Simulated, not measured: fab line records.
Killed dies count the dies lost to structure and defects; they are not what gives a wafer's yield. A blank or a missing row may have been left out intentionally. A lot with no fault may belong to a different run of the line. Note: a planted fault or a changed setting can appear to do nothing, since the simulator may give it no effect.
Which tool did it? | flow n5_finfet | Sampling: 24 lots, 72 wafers, 6 of 1938 route steps

## WHAT EACH GAUGE READ, for each wafer
Not one reading of a measure or inspect step in the record can be checked against a usual standard deviation.

## WHICH TOOL RAN EACH LOT (tool, then ch and the chambers of the sampled wafers, then the start)
lot  | N5_BEOL_M4_HM_DEP_02         | N5_BEOL_M4_ETCH_64                 | N5_BEOL_M4_STRIP_66                | N5_BEOL_M4_ETCH_41                            | N5_BEOL_M4_SURFACE_TREAT_85  | N5_BEOL_M4_SPUTTER_96
L074 | pvd_sputter-03, day 7 10:23  | rie_diel-02 ch 1,2,3, day 7 10:59  | rie_diel-02 ch 1,2,3, day 7 11:07  | rie_diel-01 ch 0,3, day 7 17:30 or earlier    | pvd_sputter-03, day 7 17:30  | pvd_sputter-01, day 7 19:29
L075 | pvd_sputter-03, day 7 20:19  | rie_diel-01 ch 1,2,3, day 7 21:03  | rie_diel-01 ch 1,2,3, day 7 21:11  | rie_diel-02 ch 0,2,3, day 7 23:46 or earlier  | pvd_sputter-02, day 7 23:46  | pvd_sputter-02, day 8 02:04
L076 | pvd_sputter-01, day 8 03:14  | rie_diel-02 ch 0,1,2, day 8 03:58  | rie_diel-02 ch 0,1,2, day 8 04:05  | rie_diel-02 ch 0,3, day 8 12:02 or earlier    | pvd_sputter-01, day 8 12:02  | pvd_sputter-01, day 8 14:04
L077 | pvd_sputter-01, day 8 14:40  | rie_diel-02 ch 0,1,2, day 8 15:16  | rie_diel-02 ch 0,1,2, day 8 15:23  | rie_diel-05 ch 0,2,3, day 9 00:22 or earlier  | pvd_sputter-02, day 9 00:22  | pvd_sputter-02, day 9 02:32
L079 | pvd_sputter-03, day 8 19:20  | rie_diel-02 ch 0,1,2, day 8 20:04  | rie_diel-02 ch 0,1,2, day 8 20:12  | rie_diel-01 ch 0,3, day 9 00:25 or earlier    | pvd_sputter-02, day 9 00:25  | pvd_sputter-03, day 9 08:27
L080 | pvd_sputter-03, day 9 00:14  | rie_diel-05 ch 2,3, day 9 00:59    | rie_diel-05 ch 2,3, day 9 01:07    | rie_diel-05 ch 0,2, day 9 12:59 or earlier    | pvd_sputter-01, day 9 12:59  | pvd_sputter-03, day 9 15:08
L078 | pvd_sputter-02, day 9 03:49  | rie_diel-05 ch 0,2,3, day 9 04:28  | rie_diel-05 ch 0,2,3, day 9 04:34  | rie_diel-05 ch 0,1, day 9 16:05 or earlier    | pvd_sputter-02, day 9 16:05  | pvd_sputter-01, day 9 18:04
L081 | pvd_sputter-01, day 9 12:00  | rie_diel-02 ch 1,2,3, day 9 12:37  | rie_diel-02 ch 1,2,3, day 9 12:45  | rie_diel-02 ch 0,1, day 9 16:10 or earlier    | pvd_sputter-02, day 9 16:10  | pvd_sputter-01, day 9 19:55
L082 | pvd_sputter-01, day 9 12:47  | rie_diel-01 ch 2,3, day 9 13:22    | rie_diel-01 ch 2,3, day 9 13:31    | rie_diel-01 ch 1,2,3, day 9 19:22 or earlier  | pvd_sputter-03, day 9 19:22  | pvd_sputter-03, day 9 21:35
L085 | pvd_sputter-03, day 10 05:11 | rie_diel-05 ch 1,2,3, day 10 05:48 | rie_diel-05 ch 1,2,3, day 10 05:56 | rie_diel-01 ch 0,2,3, day 10 12:44 or earlier | pvd_sputter-01, day 10 12:44 | pvd_sputter-03, day 10 14:53
L084 | pvd_sputter-02, day 10 12:03 | rie_diel-01 ch 0,2,3, day 10 12:53 | rie_diel-01 ch 0,2,3, day 10 13:01 | rie_diel-02 ch 0,2,3, day 10 18:40 or earlier | pvd_sputter-02, day 10 18:40 | pvd_sputter-01, day 10 20:40
L083 | pvd_sputter-02, day 10 16:32 | rie_diel-05 ch 1,2,3, day 10 17:08 | rie_diel-05 ch 1,2,3, day 10 17:16 | rie_diel-05 ch 1,3, day 10 21:10 or earlier   | pvd_sputter-01, day 10 21:10 | pvd_sputter-03, day 10 23:09
L087 | pvd_sputter-02, day 10 18:20 | rie_diel-02 ch 1,2,3, day 10 19:01 | rie_diel-02 ch 1,2,3, day 10 19:09 | rie_diel-02 ch 2,3, day 11 01:41 or earlier   | pvd_sputter-01, day 11 01:41 | pvd_sputter-02, day 11 05:19
L086 | pvd_sputter-03, day 10 20:56 | rie_diel-05 ch 2,3, day 10 22:14   | rie_diel-05 ch 2,3, day 10 22:22   | rie_diel-05 ch 2,3, day 11 04:47 or earlier   | pvd_sputter-03, day 11 04:47 | pvd_sputter-01, day 11 06:52
L088 | pvd_sputter-03, day 11 07:28 | rie_diel-02 ch 0,2, day 11 08:12   | rie_diel-02 ch 0,2, day 11 08:20   | rie_diel-02 ch 2,3, day 11 13:25 or earlier   | pvd_sputter-02, day 11 13:25 | pvd_sputter-01, day 11 17:21
L090 | pvd_sputter-03, day 11 08:38 | rie_diel-02 ch 1,3, day 11 09:19   | rie_diel-02 ch 1,3, day 11 09:26   | rie_diel-05 ch 1,2,3, day 11 18:52 or earlier | pvd_sputter-02, day 11 18:52 | pvd_sputter-02, day 11 21:04
L091 | pvd_sputter-01, day 12 00:48 | rie_diel-02 ch 0,2, day 12 01:33   | rie_diel-02 ch 0,2, day 12 01:41   | rie_diel-01 ch 1,3, day 12 04:47 or earlier   | pvd_sputter-03, day 12 04:47 | pvd_sputter-03, day 12 06:49
L089 | pvd_sputter-03, day 12 03:41 | rie_diel-05 ch 0,1,2, day 12 04:24 | rie_diel-05 ch 0,1,2, day 12 04:32 | rie_diel-02 ch 0,3, day 12 12:01 or earlier   | pvd_sputter-03, day 12 12:01 | pvd_sputter-01, day 12 14:03
L092 | pvd_sputter-02, day 12 04:14 | rie_diel-01 ch 1,2,3, day 12 04:58 | rie_diel-01 ch 1,2,3, day 12 05:05 | rie_diel-02 ch 2,3, day 12 15:33 or earlier   | pvd_sputter-01, day 12 15:33 | pvd_sputter-01, day 12 17:32
L093 | pvd_sputter-02, day 12 04:53 | rie_diel-02 ch 1,2,3, day 12 05:29 | rie_diel-02 ch 1,2,3, day 12 05:37 | rie_diel-01 ch 0,1,2, day 12 18:40 or earlier | pvd_sputter-02, day 12 18:40 | pvd_sputter-01, day 12 20:40
L094 | pvd_sputter-01, day 12 14:08 | rie_diel-01 ch 0,1, day 12 15:53   | rie_diel-01 ch 0,1, day 12 16:01   | rie_diel-05 ch 0,2,3, day 12 22:08 or earlier | pvd_sputter-03, day 12 22:08 | pvd_sputter-02, day 13 01:35
L095 | pvd_sputter-01, day 13 00:48 | rie_diel-05 ch 2,3, day 13 01:31   | rie_diel-05 ch 2,3, day 13 01:39   | rie_diel-01 ch 0,1,3, day 13 06:42 or earlier | pvd_sputter-03, day 13 06:42 | pvd_sputter-02, day 13 09:04
L096 | pvd_sputter-01, day 13 15:18 | rie_diel-01 ch 1,2,3, day 13 15:53 | rie_diel-01 ch 1,2,3, day 13 16:01 | rie_diel-01 ch 0,1,2, day 13 19:11 or earlier | pvd_sputter-02, day 13 19:11 | pvd_sputter-02, day 13 21:12
L097 | pvd_sputter-01, day 13 16:31 | rie_diel-02 ch 0,2,3, day 13 17:09 | rie_diel-02 ch 0,2,3, day 13 17:17 | rie_diel-01 ch 0,1,2, day 14 00:23 or earlier | pvd_sputter-02, day 14 00:23 | pvd_sputter-01, day 14 03:37
- N5_BEOL_M4_HM_DEP_02: deposits TiN, target thk 20 nm.
- N5_BEOL_M4_ETCH_64: etches SOC in N2/H2, target depth 75 nm, overetch 22.5 nm, time 121.9 s.
- N5_BEOL_M4_STRIP_66: strips in CF4.
- N5_BEOL_M4_ETCH_41: etches SiCN in CH3F/O2, target depth 29.9 nm, time 52.5 s.
- N5_BEOL_M4_SURFACE_TREAT_85
- N5_BEOL_M4_SPUTTER_96: material Cu, target thk 4.5 nm, time 8.29 s.

## WHAT THE TOOLS THEMSELVES READ (means of the sampled wafers that have a number; where no wafer has one, the mark that the record gives instead)
N5_BEOL_M4_HM_DEP_02. Usual: 30.3 % for throttle_valve_pct, sd 0.43.
lot  | tool           | throttle_valve_pct (%) | flag
L074 | pvd_sputter-03 | 29.8                   |
L075 | pvd_sputter-03 | 29.8                   |
L076 | pvd_sputter-01 | 29.8                   |
L077 | pvd_sputter-01 | 30.4                   |
L079 | pvd_sputter-03 | 30.3                   |
L080 | pvd_sputter-03 | 30.1                   |
L078 | pvd_sputter-02 | 30.7                   |
L081 | pvd_sputter-01 | 29.8                   |
L082 | pvd_sputter-01 | 30.4                   |
L085 | pvd_sputter-03 | 30.1                   |
L084 | pvd_sputter-02 | 30.6                   |
L083 | pvd_sputter-02 | 30.6                   |
L087 | pvd_sputter-02 | 30.7                   |
L086 | pvd_sputter-03 | 30.1                   |
L088 | pvd_sputter-03 | 30.3                   |
L090 | pvd_sputter-03 | 30.0                   |
L091 | pvd_sputter-01 | 30.3                   |
L089 | pvd_sputter-03 | 30.2                   |
L092 | pvd_sputter-02 | 30.9                   |
L093 | pvd_sputter-02 | 30.5                   |
L094 | pvd_sputter-01 | 30.6                   |
L095 | pvd_sputter-01 | 29.7                   |
L096 | pvd_sputter-01 | 30.1                   |
L097 | pvd_sputter-01 | 30.1                   |

N5_BEOL_M4_ETCH_64. Usual: drypump_motor_current_A 5.7 A, standard deviation 0.43; oes_product_au 0.58 a.u., standard deviation 0.064; rf_vpp_V 522.8 V, standard deviation 1.3; showerhead_plenum_p_Torr 2.50 Torr, standard deviation 0.04; throttle_valve_pct 17.84 %, standard deviation 0.27.
lot  | tool        | drypump_motor_current_A (A) | oes_product_au (a.u.) | rf_vpp_V (V) | showerhead_plenum_p_Torr (Torr) | throttle_valve_pct (%) | flag
L074 | rie_diel-02 | 6.1                         | 0.57                  | 524.1        | 2.55                            | 17.86                  |
L075 | rie_diel-01 | 5.4                         | 0.61                  | 523.8        | 2.51                            | 17.91                  |
L076 | rie_diel-02 | 5.9                         | 0.57                  | 522.9        | 2.51                            | 17.88                  |
L077 | rie_diel-02 | 5.9                         | 0.57                  | 523.2        | 2.51                            | 17.90                  |
L079 | rie_diel-02 | 5.9                         | 0.57                  | 523.2        | 2.51                            | 17.90                  |
L080 | rie_diel-05 | 5.5                         | 0.54                  | 522.1        | 2.48                            | 18.11                  |
L078 | rie_diel-05 | 5.3                         | 0.53                  | 521.9        | 2.48                            | 17.98                  |
L081 | rie_diel-02 | 6.0                         | 0.56                  | 523.7        | 2.55                            | 17.89                  |
L082 | rie_diel-01 | 5.4                         | 0.66                  | 522.8        | 2.51                            | 17.86                  |
L085 | rie_diel-05 | 5.7                         | 0.59                  | 521.9        | 2.47                            | 17.85                  |
L084 | rie_diel-01 | 5.7                         | 0.62                  | 522.5        | 2.49                            | 17.75                  |
L083 | rie_diel-05 | 5.6                         | 0.59                  | 522.4        | 2.47                            | 17.87                  |
L087 | rie_diel-02 | 6.0                         | 0.55                  | 524.1        | 2.54                            | 17.90                  |
L086 | rie_diel-05 | 5.5                         | 0.53                  | 522.9        | 2.47                            | 18.14                  |
L088 | rie_diel-02 | 5.8                         | 0.56                  | 522.8        | 2.50                            | 18.12                  |
L090 | rie_diel-02 | 6.1                         | 0.55                  | 524.2        | 2.54                            | 17.73                  |
L091 | rie_diel-02 | 5.7                         | 0.57                  | 522.1        | 2.47                            | 17.96                  |
L089 | rie_diel-05 | 5.4                         | 0.64                  | 522.6        | 2.47                            | 17.62                  |
L092 | rie_diel-01 | 5.4                         | 0.64                  | 522.7        | 2.50                            | 17.83                  |
L093 | rie_diel-02 | 6.1                         | 0.55                  | 523.6        | 2.54                            | 17.93                  |
L094 | rie_diel-01 | 6.3                         | 0.65                  | 522.6        | 2.48                            | 17.50                  |
L095 | rie_diel-05 | 5.3                         | 0.59                  | 520.3        | 2.44                            | 17.96                  |
L096 | rie_diel-01 | 5.4                         | 0.62                  | 522.8        | 2.49                            | 17.87                  |
L097 | rie_diel-02 | 5.9                         | 0.55                  | 522.3        | 2.50                            | 17.98                  |

N5_BEOL_M4_STRIP_66. Usual: drypump_motor_current_A 5.7 A, standard deviation 0.44; oes_product_au 0.76 a.u., standard deviation 0.084; rf_vpp_V 270.5 V, standard deviation 1.1; showerhead_plenum_p_Torr 1.766 Torr, standard deviation 0.028; throttle_valve_pct 13.64 %, standard deviation 0.28.
lot  | tool        | drypump_motor_current_A (A) | oes_product_au (a.u.) | rf_vpp_V (V) | showerhead_plenum_p_Torr (Torr) | throttle_valve_pct (%) | flag
L074 | rie_diel-02 | 6.0                         | 0.74                  | 271.1        | 1.800                           | 13.64                  |
L075 | rie_diel-01 | 5.4                         | 0.80                  | 270.7        | 1.780                           | 13.72                  |
L076 | rie_diel-02 | 5.8                         | 0.75                  | 270.2        | 1.773                           | 13.66                  |
L077 | rie_diel-02 | 5.9                         | 0.74                  | 270.1        | 1.772                           | 13.68                  |
L079 | rie_diel-02 | 5.9                         | 0.74                  | 270.6        | 1.771                           | 13.68                  |
L080 | rie_diel-05 | 5.5                         | 0.70                  | 269.5        | 1.760                           | 13.96                  |
L078 | rie_diel-05 | 5.3                         | 0.69                  | 270.4        | 1.754                           | 13.83                  |
L081 | rie_diel-02 | 6.0                         | 0.72                  | 271.6        | 1.795                           | 13.67                  |
L082 | rie_diel-01 | 5.4                         | 0.85                  | 271.0        | 1.773                           | 13.64                  |
L085 | rie_diel-05 | 5.6                         | 0.77                  | 270.5        | 1.752                           | 13.68                  |
L084 | rie_diel-01 | 5.7                         | 0.81                  | 270.8        | 1.766                           | 13.55                  |
L083 | rie_diel-05 | 5.6                         | 0.76                  | 270.0        | 1.750                           | 13.69                  |
L087 | rie_diel-02 | 6.0                         | 0.72                  | 270.2        | 1.792                           | 13.70                  |
L086 | rie_diel-05 | 5.5                         | 0.68                  | 270.7        | 1.754                           | 14.00                  |
L088 | rie_diel-02 | 5.8                         | 0.73                  | 269.8        | 1.765                           | 13.91                  |
L090 | rie_diel-02 | 6.1                         | 0.71                  | 271.7        | 1.792                           | 13.53                  |
L091 | rie_diel-02 | 5.7                         | 0.73                  | 270.5        | 1.742                           | 13.76                  |
L089 | rie_diel-05 | 5.4                         | 0.83                  | 269.4        | 1.743                           | 13.39                  |
L092 | rie_diel-01 | 5.4                         | 0.84                  | 270.6        | 1.770                           | 13.61                  |
L093 | rie_diel-02 | 6.1                         | 0.71                  | 270.3        | 1.789                           | 13.75                  |
L094 | rie_diel-01 | 6.2                         | 0.85                  | 269.6        | 1.754                           | 13.27                  |
L095 | rie_diel-05 | 5.3                         | 0.78                  | 270.1        | 1.730                           | 13.73                  |
L096 | rie_diel-01 | 5.4                         | 0.81                  | 270.8        | 1.765                           | 13.64                  |
L097 | rie_diel-02 | 5.9                         | 0.72                  | 270.5        | 1.763                           | 13.78                  |

N5_BEOL_M4_ETCH_41. Usual: drypump_motor_current_A 5.7 A, standard deviation 0.48; oes_product_au 0.78 a.u., standard deviation 0.096; rf_vpp_V 296.6 V, standard deviation 1.1; showerhead_plenum_p_Torr 1.964 Torr, standard deviation 0.03; throttle_valve_pct 16.35 %, standard deviation 0.28.
lot  | tool        | drypump_motor_current_A (A) | oes_product_au (a.u.) | rf_vpp_V (V) | showerhead_plenum_p_Torr (Torr) | throttle_valve_pct (%) | flag
L074 | rie_diel-01 | 5.9                         | 0.83                  | 296.0        | 1.966                           | 16.11                  |
L075 | rie_diel-02 | 5.9                         | 0.76                  | 296.7        | 1.983                           | 16.44                  |
L076 | rie_diel-02 | 5.9                         | 0.78                  | 296.7        | 1.987                           | 16.28                  |
L077 | rie_diel-05 | 5.3                         | 0.69                  | 296.4        | 1.951                           | 16.49                  |
L079 | rie_diel-01 | 5.4                         | 0.77                  | 297.1        | 1.974                           | 16.33                  |
L080 | rie_diel-05 | 5.1                         | 0.69                  | 296.5        | 1.948                           | 16.38                  |
L078 | rie_diel-05 | 5.7                         | 0.88                  | 296.4        | 1.968                           | 16.08                  |
L081 | rie_diel-02 | 5.8                         | 0.76                  | 296.2        | 1.952                           | 16.30                  |
L082 | rie_diel-01 | 5.4                         | 0.79                  | 295.9        | 1.969                           | 16.44                  |
L085 | rie_diel-01 | 5.7                         | 0.82                  | 297.0        | 1.963                           | 16.27                  |
L084 | rie_diel-02 | 5.9                         | 0.75                  | 296.4        | 1.976                           | 16.48                  |
L083 | rie_diel-05 | 5.8                         | 0.77                  | 296.6        | 1.968                           | 16.52                  |
L087 | rie_diel-02 | 6.0                         | 0.73                  | 297.5        | 1.997                           | 16.63                  |
L086 | rie_diel-05 | 5.5                         | 0.68                  | 295.8        | 1.945                           | 16.69                  |
L088 | rie_diel-02 | 6.0                         | 0.74                  | 296.9        | 2.001                           | 16.46                  |
L090 | rie_diel-05 | 5.6                         | 0.76                  | 297.0        | 1.942                           | 16.43                  |
L091 | rie_diel-01 | 5.4                         | 0.89                  | 296.5        | 1.963                           | 16.20                  |
L089 | rie_diel-02 | 6.0                         | 0.75                  | 296.9        | 1.976                           | 16.33                  |
L092 | rie_diel-02 | 6.0                         | 0.71                  | 297.8        | 1.992                           | 16.65                  |
L093 | rie_diel-01 | 6.0                         | 0.88                  | 297.2        | 1.949                           | 16.11                  |
L094 | rie_diel-05 | 5.3                         | 0.87                  | 296.6        | 1.941                           | 16.26                  |
L095 | rie_diel-01 | 5.7                         | 0.82                  | 295.9        | 1.955                           | 16.20                  |
L096 | rie_diel-01 | 6.0                         | 0.86                  | 295.8        | 1.947                           | 16.14                  |
L097 | rie_diel-01 | 6.0                         | 0.87                  | 296.7        | 1.946                           | 16.14                  |

N5_BEOL_M4_SPUTTER_96. Usual: chuck_gas_flow_sccm 1.26 sccm, standard deviation 0.053; throttle_valve_pct 30.4 %, standard deviation 0.46.
lot  | tool           | chuck_gas_flow_sccm (sccm) | throttle_valve_pct (%) | flag
L074 | pvd_sputter-01 | 1.25                       | 30.4                   |
L075 | pvd_sputter-02 | 1.25                       | 30.7                   |
L076 | pvd_sputter-01 | 1.24                       | 30.5                   |
L077 | pvd_sputter-02 | 1.20                       | 30.6                   |
L079 | pvd_sputter-03 | 1.27                       | 30.2                   |
L080 | pvd_sputter-03 | 1.32                       | 30.2                   |
L078 | pvd_sputter-01 | 1.25                       | 30.5                   |
L081 | pvd_sputter-01 | 1.21                       | 30.3                   |
L082 | pvd_sputter-03 | 1.23                       | 30.4                   |
L085 | pvd_sputter-03 | 1.29                       | 30.1                   |
L084 | pvd_sputter-01 | 1.25                       | 30.5                   |
L083 | pvd_sputter-03 | 1.26                       | 30.1                   |
L087 | pvd_sputter-02 | 1.24                       | 30.7                   |
L086 | pvd_sputter-01 | 1.27                       | 30.6                   |
L088 | pvd_sputter-01 | 1.23                       | 29.7                   |
L090 | pvd_sputter-02 | 1.25                       | 30.9                   |
L091 | pvd_sputter-03 | 1.26                       | 30.2                   |
L089 | pvd_sputter-01 | 1.29                       | 30.4                   |
L092 | pvd_sputter-01 | 1.26                       | 30.4                   |
L093 | pvd_sputter-01 | 1.32                       | 30.3                   |
L094 | pvd_sputter-02 | 1.25                       | 30.6                   |
L095 | pvd_sputter-02 | 1.24                       | 30.6                   |
L096 | pvd_sputter-02 | 1.30                       | 30.6                   |
L097 | pvd_sputter-01 | 1.32                       | 30.1                   |

## THE ANSWER, worked out from the rows above alone
Rule: a lot counts as off when the mean over its wafers that have a number is more than 3 standard deviations away from the usual mean. Also off: a lot with no number at a reading for which 4 or more lots have one. The other lots that the step has rows for count as sound. After the gauges, taken in route order, come the tools' own readings; for these a lot's mean is taken, as printed above. The first step at which some lot is off is used, and at that step the reading that is off furthest; a lot without a number counts as furthest.
Nothing can be told from this: no lot is off at any reading shown.

## WHAT HAD BEEN PUT IN BY THE SIMULATOR
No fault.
